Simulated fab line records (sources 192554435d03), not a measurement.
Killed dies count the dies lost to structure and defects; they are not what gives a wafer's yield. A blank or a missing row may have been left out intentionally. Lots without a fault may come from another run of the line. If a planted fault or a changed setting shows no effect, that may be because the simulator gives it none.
fab line records	flow n5_finfet
record: lots: 7	wafers: 39
route steps=1938 shown PMOS_HMC_CHANNEL_EPI@74 DUMMY_GATE@228 SD_EPI_P@312 HKMG_FIN@406
start_h: hours from the record's first day to the start of the lot's first wafer shown	wait_h: hours since the lot's step before	" same as the row above	L1.1+2: several wafers, shown together as one row	- either no value or no given start	* or withheld: withheld	< > ~ a bound
route shown NAME@n: NAME is a module with steps in the file, n the number in the route of the first one	usual: average and standard deviation across the fault-free wafers	same: alike in all rows	chamber/n: place in a boat	sites: per-site readings	_std_site: the standard deviation of these	_edge_site: inner sites' mean taken away from outer sites' mean	radius_mm: how far each site lies from the wafer's centre	mask NAME#n: copy n	behind: tool/chamber where the wafer was last shaped	hold: reason for holding the lot/hours on hold/outcome of the hold	device: which transistor (n, p or np) failed to switch	end of line: the tests these same wafers got at the end of their route	a step given without rows: its recipe and nothing more	killed: count of dies lost to structure and defects at first sort (not the wafer's yield)	map: a wafer's dies, marking killed ones x, the rest . and places with no die _
set.NAME: the run value of the setting; set.NAME@STEP: its run value at that earlier step	model.NAME: the simulator's own value behind a step, which no gauge read
one table per step and one row per wafer, for lots whose settings were changed on purpose
== steps ==
step: N5_PMOS_HMC_CHANNEL_EPI_FIN_RECESS_16
recipe: chemistry: HBr/Cl2	target: Si	mask_material: SiO2	target_depth_a: 540	time_s: 18	pressure_mtorr: 10	icp_w: 800	bias_w: 75	HBr_flow_sccm: 150	Cl2_flow_sccm: 80
lot.wafer	tool	chamber	start_h	wait_h	set.time_s	model.etch.depth_nm	model.PMOS_HMC_CHANNEL_EPI.feature_depth_nm
L076.1	rie_si-03	0	30.16	0.0	19.06	57.86	57.86
L076.2	"	1	"	"	19.06	57.33	57.33
L076.3	"	2	"	"	19.06	58.23	58.23
L076.4	"	3	"	"	18	52.85	52.85
L076.5	"	3	"	"	18	52.57	52.57
L076.6	"	0	"	"	18	54.33	54.33
L077.1	rie_si-02	0	35.68	0.0	17.08	51.27	51.27
L077.2	"	1	"	"	18	52.53	52.53
L077.3	"	2	"	"	18	53.3	53.3
L077.4	"	3	"	"	17.08	50.97	50.97
L077.5	"	3	"	"	17.08	51.28	51.28
L077.6	"	2	"	"	18	53.35	53.35
L081.1	rie_si-05	2	60.28	0.0	18	53.45	53.45
L081.2	"	1	"	"	18	53.44	53.44
L081.3	"	3	"	"	18	52.92	52.92
L081.4	"	0	"	"	18	53.09	53.09
L081.5	"	3	"	"	18	52.85	52.85
L081.6	"	0	"	"	18	53.19	53.19
L082.2	rie_si-03	0	66.46	0.0	18	54.58	54.58
L082.4	"	2	"	"	18	54.96	54.96
L082.6	"	0	"	"	18	54.28	54.28
L086.1	rie_si-02	3	90.27	0.0	18	53.69	53.69
L086.2	"	2	"	"	16.65	49.47	49.47
L086.3	"	0	"	"	18	54.41	54.41
L086.4	"	1	"	"	16.65	49.32	49.32
L086.5	"	0	"	"	18	53.95	53.95
L086.6	"	1	"	"	16.65	48.57	48.57
L090.1	rie_si-05	2	114.54	0.0	18.74	55.48	55.48
L090.2	"	1	"	"	18	53.68	53.68
L090.3	"	3	"	"	18	53.05	53.05
L090.4	"	0	"	"	18.74	55.81	55.81
L090.5	"	3	"	"	18	53.33	53.33
L090.6	"	0	"	"	18.74	55.58	55.58
L097.1	rie_si-05	0	155.39	0.0	18	53.77	53.77
L097.2	"	2	"	"	17.3	51.71	51.71
L097.3	"	3	"	"	18	53.01	53.01
L097.4	"	1	"	"	17.3	51.47	51.47
L097.5	"	0	"	"	17.3	51.39	51.39
L097.6	"	3	"	"	18	53.12	53.12
step: N5_PMOS_HMC_CHANNEL_EPI_PRECLEAN_36
recipe: chemistry: O3/DIW	time_s: 45	temp_c: 22	o3_ppm: 10
step: N5_PMOS_HMC_CHANNEL_EPI_PRECLEAN_18
recipe: chemistry: DHF	time_s: 30	temp_c: 25	dilution: withheld
step: N5_PMOS_HMC_CHANNEL_EPI_SRD_39
recipe: dry: ipa_marangoni	time_s: 30	temp_c: 23	rinse_liquid: diw
step: N5_PMOS_HMC_CHANNEL_EPI_CMP_21
recipe: material: SiGe30	post_cmp_clean: alkaline_brush	target_thk_nm: 54
step: N5_PMOS_HMC_CHANNEL_EPI_THK_MEAS_22
recipe: reads: SiGe30_of_PMOS_HMC_CHANNEL_EPI_EPI_20
usual: HMC_CMP_THK: 53.8/0.65
lot.wafer	tool	chamber	start_h	wait_h	set.time_s@PMOS_HMC_CHANNEL_EPI_FIN_RECESS_16	HMC_CMP_THK[nm]
L076.1	film_metro-01	-	31.99	-	19.06	57.8
L076.2	"	-	"	"	19.06	57.2
L076.3	"	-	"	"	19.06	58.2
L076.4	"	-	"	"	18	52.9
L076.5	"	-	"	"	18	52.4
L076.6	"	-	"	"	18	54.3
L077.1	film_metro-01	-	37.88	-	17.08	51.3
L077.2	"	-	"	"	18	52.7
L077.3	"	-	"	"	18	53.4
L077.4	"	-	"	"	17.08	51.2
L077.5	"	-	"	"	17.08	51.3
L077.6	"	-	"	"	18	53.6
L081.1	film_metro-01	-	63.73	-	18	53.5
L081.2	"	-	"	"	18	53.8
L081.3	"	-	"	"	18	52.9
L081.4	"	-	"	"	18	52.9
L081.5	"	-	"	"	18	52.8
L081.6	"	-	"	"	18	53.4
L082.2	film_metro-02	-	68.66	-	18	54.7
L082.4	"	-	"	"	18	55.0
L082.6	"	-	"	"	18	54.2
L086.1	film_metro-02	-	92.48	-	18	53.7
L086.2	"	-	"	"	16.65	49.6
L086.3	"	-	"	"	18	54.2
L086.4	"	-	"	"	16.65	49.4
L086.5	"	-	"	"	18	53.9
L086.6	"	-	"	"	16.65	48.4
L090.1	film_metro-01	-	116.92	-	18.74	55.6
L090.2	"	-	"	"	18	53.8
L090.3	"	-	"	"	18	53.3
L090.4	"	-	"	"	18.74	55.9
L090.5	"	-	"	"	18	53.4
L090.6	"	-	"	"	18.74	55.8
L097.1	film_metro-01	-	157.19	-	18	53.7
L097.2	"	-	"	"	17.3	51.6
L097.3	"	-	"	"	18	52.9
L097.4	"	-	"	"	17.3	51.5
L097.5	"	-	"	"	17.3	51.4
L097.6	"	-	"	"	18	53.3
step: N5_DUMMY_GATE_EXPOSE_12
recipe: mask_id: GATE	na: 0.33	source_shape: annular	sigma_inner: 0.2	sigma_outer: 0.6	polarization: unpolarized	target_cd_nm: 25	dose_mj: 34
lot.wafer	tool	chamber	start_h	wait_h	mask	set.dose_mj
L076.1+2+5	euv_scanner-02	0	59.73	-	GATE#0	36.56
L076.3+4+6	"	0	"	"	GATE#0	34
L077.1+3+6	euv_scanner-02	0	72.77	-	GATE#0	34
L077.2+4+5	"	0	"	"	GATE#0	31.57
L081.1+3+6	euv_scanner-01	0	89.41	-	GATE#0	31.42
L081.2+4+5	"	0	"	"	GATE#0	34
L082.2+4+6	euv_scanner-01	0	94.71	-	GATE#0	34
L086.1+4+6	euv_scanner-02	0	119.15	-	GATE#0	34
L086.2+3+5	"	0	"	"	GATE#0	36.17
L090.1+2+5	euv_scanner-01	0	151.67	-	GATE#0	34
L090.3+4+6	"	0	"	"	GATE#0	35.55
L097.1+2+3	euv_scanner-01	0	185.17	-	GATE#0	35.79
L097.4+5+6	"	0	"	"	GATE#0	34
step: N5_DUMMY_GATE_PEB_13
recipe: peb_temp_c: 100	peb_time_s: 60	resist: CAR-EUV
step: N5_DUMMY_GATE_DEVELOP_14
recipe: develop_time_s: 30	developer: TMAH	resist: CAR-EUV	rinse_liquid: surfactant_rinse	dry: air_spin	dev_temp_c: 23
step: N5_DUMMY_GATE_CD_MEAS_15
recipe: target_cd_nm: 25.8	landing_energy_ev: 500	detector: se_inlens
usual: cd_nm: 25.07/0.25
lot.wafer	tool	chamber	start_h	wait_h	set.dose_mj@DUMMY_GATE_EXPOSE_12	cd_nm
L076.1	cd_sem-01	0	59.86	-	36.56	23.51
L076.2	"	0	"	"	36.56	23.55
L076.3	"	0	"	"	34	24.76
L076.4	"	0	"	"	34	25.56
L076.5	"	0	"	"	36.56	23.68
L076.6	"	0	"	"	34	24.79
L077.1	cd_sem-03	0	72.89	-	34	25.42
L077.2	"	0	"	"	31.57	26.11
L077.3	"	0	"	"	34	25.11
L077.4	"	0	"	"	31.57	26.53
L077.5	"	0	"	"	31.57	26.83
L077.6	"	0	"	"	34	24.89
L081.1	cd_sem-02	0	89.54	-	31.42	26.51
L081.2	"	0	"	"	34	25.06
L081.3	"	0	"	"	31.42	26.20
L081.4	"	0	"	"	34	25.07
L081.5	"	0	"	"	34	24.87
L081.6	"	0	"	"	31.42	26.99
L082.2	cd_sem-01	0	94.83	-	34	25.03
L082.4	"	0	"	"	34	24.98
L082.6	"	0	"	"	34	25.16
L086.1	cd_sem-02	0	119.27	-	34	25.09
L086.2	"	0	"	"	36.17	24.26
L086.3	"	0	"	"	36.17	23.99
L086.4	"	0	"	"	34	25.05
L086.5	"	0	"	"	36.17	23.78
L086.6	"	0	"	"	34	24.95
L090.1	cd_sem-02	0	151.80	-	34	25.07
L090.2	"	0	"	"	34	24.42
L090.3	"	0	"	"	35.55	23.89
L090.4	"	0	"	"	35.55	24.24
L090.5	"	0	"	"	34	24.75
L090.6	"	0	"	"	35.55	24.12
L097.1	cd_sem-03	0	185.29	-	35.79	24.03
L097.2	"	0	"	"	35.79	23.88
L097.3	"	0	"	"	35.79	24.07
L097.4	"	0	"	"	34	25.22
L097.5	"	0	"	"	34	24.99
L097.6	"	0	"	"	34	24.91
step: N5_DUMMY_GATE_ETCH_37
recipe: chemistry: N2/H2	target: SOC	target_depth_a: 600	overetch_a: 300	temp_c: 40	ion_energy_ev: 200	pressure_mtorr: 30	source_w: 840	bias_w: 150	n2_flow_sccm: 200	h2_flow_sccm: 200
usual: rf_vpp_V: 525.5/2.1
lot.wafer	tool	chamber	start_h	wait_h	set.source_w	rf_vpp_V
L076.1	rie_diel-04	1	60.14	0.0	700.1	559.5
L076.2	"	0	"	"	840	522.8
L076.3	"	2	"	"	840	527.5
L076.4	"	3	"	"	700.1	560.2
L076.5	"	2	"	"	700.1	560.9
L076.6	"	3	"	"	840	526.3
L077.1	rie_diel-02	2	73.17	0.0	840	524.2
L077.2	"	0	"	"	840	523.4
L077.3	"	1	"	"	840	525.8
L077.4	"	2	"	"	840	525.8
L077.5	"	0	"	"	840	524.1
L077.6	"	1	"	"	840	526.3
L081.1	rie_diel-04	3	89.82	0.0	840	525.0
L081.2	"	1	"	"	840	527.7
L081.3	"	0	"	"	840	524.6
L081.4	"	2	"	"	840	526.3
L081.5	"	3	"	"	840	525.8
L081.6	"	0	"	"	840	523.4
L082.2	rie_diel-02	0	95.11	0.0	840	524.2
L082.4	"	1	"	"	840	525.2
L082.6	"	3	"	"	840	529.2
L086.1	rie_diel-02	2	119.55	0.0	840	526.0
L086.2	"	3	"	"	840	526.7
L086.3	"	0	"	"	840	524.8
L086.4	"	1	"	"	840	525.0
L086.5	"	3	"	"	840	529.2
L086.6	"	2	"	"	840	526.3
L090.1	rie_diel-02	0	152.08	0.0	840	524.0
L090.2	"	1	"	"	840	525.5
L090.3	"	2	"	"	840	526.2
L090.4	"	3	"	"	840	527.6
L090.5	"	1	"	"	840	525.1
L090.6	"	2	"	"	840	526.2
L097.1	rie_diel-02	0	185.57	0.0	771.1	537.5
L097.2	"	1	"	"	840	523.8
L097.3	"	3	"	"	840	529.6
L097.4	"	2	"	"	771.1	540.0
L097.5	"	2	"	"	771.1	540.8
L097.6	"	3	"	"	840	529.2
step: N5_DUMMY_GATE_STRIP_38
recipe: chemistry: N2/H2	temp_c: 40	n2_flow_sccm: 200	h2_flow_sccm: 200	rf_frequency_hz: 6e+07
step: N5_DUMMY_GATE_STRIP_39
recipe: chemistry: N2/H2	temp_c: 40	n2_flow_sccm: 200	h2_flow_sccm: 200	rf_frequency_hz: 6e+07
step: N5_DUMMY_GATE_TRIM_49
recipe: chemistry: O2	resist: SOC	time_s: 29	target_cd_nm: 14	source_power_w: 300	bias_power_w: 0	O2_flow_sccm: 100	temp_c: 20
lot.wafer	tool	chamber	start_h	wait_h	set.dose_mj@DUMMY_GATE_EXPOSE_12	model.DUMMY_GATE.cd_nm
L076.1+5	rie_si-03	3,1	60.22	0.0	36.56	13.4
L076.2	"	1	"	"	36.56	12.8
L076.3	"	2	"	"	34	14.2
L076.4	"	0	"	"	34	15
L076.6	"	0	"	"	34	14.8
L077.1	rie_si-05	2	73.25	0.0	34	14.4
L077.2+4	"	1,3	"	"	31.57	15.6
L077.3	"	0	"	"	34	14.6
L077.5	"	0	"	"	31.57	16
L077.6	"	1	"	"	34	14.2
L081.1+3+6	rie_si-05	3,0,0	89.90	0.0	31.42	15.8
L081.2+4+5	"	1,2,1	"	"	34	14.4
L082.2	rie_si-02	3	95.19	0.0	34	13.8
L082.4+6	"	1,0	"	"	34	14
L086.1	rie_si-02	2	119.63	0.0	34	14.2
L086.2	"	1	"	"	36.17	12.8
L086.3	"	3	"	"	36.17	12.6
L086.4	"	0	"	"	34	14.4
L086.5	"	0	"	"	36.17	13
L086.6	"	3	"	"	34	14
L090.1	rie_si-02	1	152.16	0.0	34	14
L090.2	"	0	"	"	34	14.2
L090.3+4+6	"	3,1,3	"	"	35.55	13.2
L090.5	"	0	"	"	34	14.4
L097.1	rie_si-02	2	185.65	0.0	35.79	13.4
L097.2	"	3	"	"	35.79	12.8
L097.3	"	1	"	"	35.79	13
L097.4	"	0	"	"	34	14.4
L097.5	"	0	"	"	34	14.6
L097.6	"	3	"	"	34	13.6
step: N5_DUMMY_GATE_STRIP_40
recipe: chemistry: CF4	resist: SiARC	power_w: 300	bias_power_w: 75	pressure_mtorr: 50	cf4_flow_sccm: 150	rf_frequency_hz: 6e+07
step: N5_DUMMY_GATE_CD_MEAS_50
recipe: target_cd_nm: 14
usual: cd_nm: 14.2/0.33
lot.wafer	tool	chamber	start_h	wait_h	set.dose_mj@DUMMY_GATE_EXPOSE_12	cd_nm
L076.1	cd_sem-01	-	60.37	0.0	36.56	13.1
L076.2	"	-	"	"	36.56	13.0
L076.3	"	-	"	"	34	14.3
L076.4	"	-	"	"	34	14.8
L076.5	"	-	"	"	36.56	13.2
L076.6	"	-	"	"	34	14.6
L077.1	cd_sem-01	-	73.40	0.0	34	14.4
L077.2	"	-	"	"	31.57	15.9
L077.3	"	-	"	"	34	14.7
L077.4	"	-	"	"	31.57	15.5
L077.5	"	-	"	"	31.57	16.2
L077.6	"	-	"	"	34	13.7
L081.1	cd_sem-01	-	90.04	0.0	31.42	15.7
L081.2	"	-	"	"	34	14.0
L081.3	"	-	"	"	31.42	15.8
L081.4	"	-	"	"	34	14.3
L081.5	"	-	"	"	34	14.0
L081.6	"	-	"	"	31.42	15.6
L082.2	cd_sem-01	-	95.34	0.0	34	14.0
L082.4	"	-	"	"	34	13.9
L082.6	"	-	"	"	34	14.3
L086.1	cd_sem-03	-	119.78	0.0	34	14.2
L086.2	"	-	"	"	36.17	12.9
L086.3	"	-	"	"	36.17	13.1
L086.4	"	-	"	"	34	14.5
L086.5	"	-	"	"	36.17	13.2
L086.6	"	-	"	"	34	14.1
L090.1	cd_sem-01	-	152.34	0.0	34	14.3
L090.2	"	-	"	"	34	14.2
L090.3	"	-	"	"	35.55	13.8
L090.4	"	-	"	"	35.55	13.3
L090.5	"	-	"	"	34	14.4
L090.6	"	-	"	"	35.55	13.2
L097.1	cd_sem-01	-	185.80	0.0	35.79	13.5
L097.2	"	-	"	"	35.79	12.8
L097.3	"	-	"	"	35.79	13.2
L097.4	"	-	"	"	34	14.6
L097.5	"	-	"	"	34	14.7
L097.6	"	-	"	"	34	13.9
step: N5_DUMMY_GATE_ETCH_44
recipe: chemistry: HBr/O2	over_etch_frac: 0.7	target_depth_a: 1275	stop_on: SiO2	ion_energy_ev: 60	bias_w: 20	target: poly-Si	mask_material: SiO2	pressure_mtorr: 20	icp_w: 400	HBr_flow_sccm: 120	O2_flow_sccm: 10
lot.wafer	tool	chamber	start_h	wait_h	set.target_depth_a
L076.1+5+6	rie_si-02	2,3,2	60.75	0.0	1275
L076.2+3+4	"	3,1,0	"	"	1427
L077.1+3+4	rie_si-03	0,3,1	73.78	0.0	1418
L077.2+5+6	"	2,3,2	"	"	1275
L081.1+2+3+4+5+6	rie_si-03	2,0,3,1,3,0	90.43	0.0	1275
L082.2+4+6	rie_si-03	1,2,1	95.72	0.0	1275
L086.1+3+6	rie_si-03	0,2,2	120.17	0.0	1351
L086.2+4+5	"	3,1,1	"	"	1275
L090.1+3+6	rie_si-05	2,3,3	152.73	0.0	1408
L090.2+4+5	"	1,0,0	"	"	1275
L097.1+2+4	rie_si-05	3,0,1	186.19	0.0	1160
L097.3+5+6	"	2,3,0	"	"	1275
step: N5_DUMMY_GATE_CD_MEAS_24
recipe: target_cd_nm: 15
usual: cd_nm: 15.3/0.39
lot.wafer	tool	chamber	start_h	wait_h	set.dose_mj@DUMMY_GATE_EXPOSE_12	cd_nm
L076.1	cd_sem-01	-	60.86	0.1	36.56	14.4
L076.2	"	-	"	"	36.56	13.7
L076.3	"	-	"	"	34	15.4
L076.4	"	-	"	"	34	15.8
L076.5	"	-	"	"	36.56	14.5
L076.6	"	-	"	"	34	16.1
L077.1	cd_sem-03	-	73.89	0.1	34	15.4
L077.2	"	-	"	"	31.57	16.4
L077.3	"	-	"	"	34	15.7
L077.4	"	-	"	"	31.57	16.8
L077.5	"	-	"	"	31.57	17.1
L077.6	"	-	"	"	34	15.0
L081.1	cd_sem-03	-	90.54	0.1	31.42	16.6
L081.2	"	-	"	"	34	15.5
L081.3	"	-	"	"	31.42	16.6
L081.4	"	-	"	"	34	15.7
L081.5	"	-	"	"	34	15.2
L081.6	"	-	"	"	31.42	17.1
L082.2	cd_sem-03	-	95.83	0.1	34	14.7
L082.4	"	-	"	"	34	15.3
L082.6	"	-	"	"	34	15.1
L086.1	cd_sem-02	-	120.28	0.1	34	15.3
L086.2	"	-	"	"	36.17	14.2
L086.3	"	-	"	"	36.17	13.3
L086.4	"	-	"	"	34	15.7
L086.5	"	-	"	"	36.17	14.2
L086.6	"	-	"	"	34	14.9
L090.1	cd_sem-01	-	152.84	0.1	34	14.9
L090.2	"	-	"	"	34	14.9
L090.3	"	-	"	"	35.55	13.9
L090.4	"	-	"	"	35.55	14.0
L090.5	"	-	"	"	34	15.4
L090.6	"	-	"	"	35.55	14.2
L097.1	cd_sem-02	-	186.29	0.1	35.79	14.4
L097.2	"	-	"	"	35.79	14.0
L097.3	"	-	"	"	35.79	13.7
L097.4	"	-	"	"	34	15.5
L097.5	"	-	"	"	34	15.9
L097.6	"	-	"	"	34	14.4
step: N5_SD_EPI_P_ETCH_16
recipe: chemistry: CHF3/O2	target: SiO2	target_depth_a: 50	mask_material: SOC	pressure_mtorr: 30	source_w: 650	bias_w: 170	Ar_flow_sccm: 200	CHF3_flow_sccm: 50	O2_flow_sccm: 5	ion_energy_ev: 200
lot.wafer	tool	chamber	start_h	wait_h	set.target_depth_a	model.etch.depth_nm
L076.1	rie_diel-02	0	68.06	0.1	50	4.99
L076.2	"	2	"	"	50	4.929
L076.3	"	1	"	"	50	5.117
L076.4	"	2	"	"	50	4.984
L076.5	"	0	"	"	50	5.026
L076.6	"	1	"	"	50	5.092
L077.1	rie_diel-04	3	81.65	0.1	50	4.959
L077.2	"	1	"	"	50	4.881
L077.3	"	2	"	"	50	5.073
L077.4	"	0	"	"	50	4.917
L077.5	"	1	"	"	50	4.89
L077.6	"	0	"	"	50	4.92
L081.1	rie_diel-03	3	97.95	0.1	50	4.961
L081.2	"	0	"	"	50	4.904
L081.3	"	2	"	"	56.31	5.508
L081.4	"	1	"	"	56.31	5.56
L081.5	"	0	"	"	50	4.908
L081.6	"	1	"	"	56.31	5.512
L082.2	rie_diel-04	2	105.50	0.1	50	5.041
L082.4	"	3	"	"	50	4.996
L082.6	"	2	"	"	50	5.065
L086.1	rie_diel-04	0	126.91	0.1	50	5.026
L086.2	"	1	"	"	50	4.983
L086.3	"	2	"	"	50	5.108
L086.4	"	3	"	"	50	4.96
L086.5	"	0	"	"	50	5.003
L086.6	"	1	"	"	50	4.919
L090.1	rie_diel-03	1	159.42	0.1	46.42	4.561
L090.2	"	3	"	"	46.42	4.605
L090.3	"	2	"	"	46.42	4.554
L090.4	"	0	"	"	50	4.909
L090.5	"	0	"	"	50	4.945
L090.6	"	1	"	"	50	4.931
L097.1	rie_diel-03	3	193.82	0.1	46.36	4.633
L097.2	"	1	"	"	50	4.902
L097.3	"	0	"	"	50	4.907
L097.4	"	2	"	"	50	4.876
L097.5	"	2	"	"	46.36	4.516
L097.6	"	1	"	"	46.36	4.543
step: N5_HKMG_FIN_ETCH_58
recipe: chemistry: N2/H2	target: SOC	target_depth_a: 2158	ion_energy_ev: 50	bias_w: 13	time_s: 741	pressure_mtorr: 30	source_w: 875	n2_flow_sccm: 200	h2_flow_sccm: 200
usual: rf_vpp_V: 99.2/0.98
lot.wafer	tool	chamber	start_h	wait_h	set.bias_w	rf_vpp_V
L076.1	rie_diel-01	1	86.34	0.0	13	99.2
L076.2	"	3	"	"	13	99.4
L076.3	"	0	"	"	10.97	88.5
L076.4	"	2	"	"	10.97	89.4
L076.5	"	3	"	"	10.97	88.4
L076.6	"	0	"	"	13	100.5
L077.1	rie_diel-05	3	99.63	0.0	13	100.5
L077.2	"	2	"	"	13	99.3
L077.3	"	0	"	"	13	97.4
L077.4	"	1	"	"	11.98	93.1
L077.5	"	0	"	"	11.98	92.8
L077.6	"	1	"	"	11.98	93.4
L081.1	rie_diel-01	2	116.41	0.0	13	99.2
L081.2	"	3	"	"	13.78	102.8
L081.3	"	0	"	"	13	99.1
L081.4	"	1	"	"	13.78	102.9
L081.5	"	0	"	"	13	98.3
L081.6	"	1	"	"	13.78	103.6
L082.2	rie_diel-06	1	123.62	0.0	13	98.5
L082.4	"	0	"	"	13	100.8
L082.6	"	3	"	"	13	99.8
L086.1	rie_diel-06	3	145.25	0.0	12.21	95.7
L086.2	"	2	"	"	13	98.0
L086.3	"	0	"	"	13	99.1
L086.4	"	1	"	"	13	97.8
L086.5	"	0	"	"	12.21	95.1
L086.6	"	3	"	"	12.21	94.2
L090.1	rie_diel-06	1	176.11	0.0	13	100.5
L090.2	"	0	"	"	13	99.4
L090.3	"	2	"	"	13	99.6
L090.4	"	3	"	"	13	99.9
L090.5	"	1	"	"	13	99.4
L090.6	"	2	"	"	13	98.3
L097.1	rie_diel-06	2	211.21	0.0	13	99.2
L097.2	"	0	"	"	13	101.0
L097.3	"	1	"	"	13	98.4
L097.4	"	3	"	"	13.71	102.2
L097.5	"	1	"	"	13.71	102.5
L097.6	"	0	"	"	13.71	102.5
== key ==
split: step: N5_PMOS_HMC_CHANNEL_EPI_FIN_RECESS_16	setting: time_s	stated: 18	by: wafer
response: step: N5_PMOS_HMC_CHANNEL_EPI_FIN_RECESS_16	reading: model.etch.depth_nm	change: +0.6	per: 1%	r: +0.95
response: step: N5_PMOS_HMC_CHANNEL_EPI_FIN_RECESS_16	reading: model.PMOS_HMC_CHANNEL_EPI.feature_depth_nm	change: +0.6	per: 1%	r: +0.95
response: step: N5_PMOS_HMC_CHANNEL_EPI_THK_MEAS_22	reading: HMC_CMP_THK	change: +0.595	per: 1%	r: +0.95
split: step: N5_DUMMY_GATE_EXPOSE_12	setting: dose_mj	stated: 34	by: wafer
response: step: N5_DUMMY_GATE_CD_MEAS_15	reading: cd_nm	change: -0.187	per: 1%	r: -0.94
response: step: N5_DUMMY_GATE_TRIM_49	reading: model.DUMMY_GATE.cd_nm	change: -0.199	per: 1%	r: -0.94
response: step: N5_DUMMY_GATE_CD_MEAS_50	reading: cd_nm	change: -0.207	per: 1%	r: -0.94
response: step: N5_DUMMY_GATE_CD_MEAS_24	reading: cd_nm	change: -0.204	per: 1%	r: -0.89
split: step: N5_DUMMY_GATE_ETCH_37	setting: source_w	stated: 840	by: wafer
response: step: N5_DUMMY_GATE_ETCH_37	reading: rf_vpp_V	change: -1.96	per: 1%	r: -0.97
split: step: N5_DUMMY_GATE_ETCH_44	setting: target_depth_a	stated: 1275	by: wafer
response none clear
split: step: N5_SD_EPI_P_ETCH_16	setting: target_depth_a	stated: 50	by: wafer
response: step: N5_SD_EPI_P_ETCH_16	reading: model.etch.depth_nm	change: +0.0476	per: 1%	r: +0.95
split: step: N5_HKMG_FIN_ETCH_58	setting: bias_w	stated: 13	by: wafer
response: step: N5_HKMG_FIN_ETCH_58	reading: rf_vpp_V	change: +0.683	per: 1%	r: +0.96
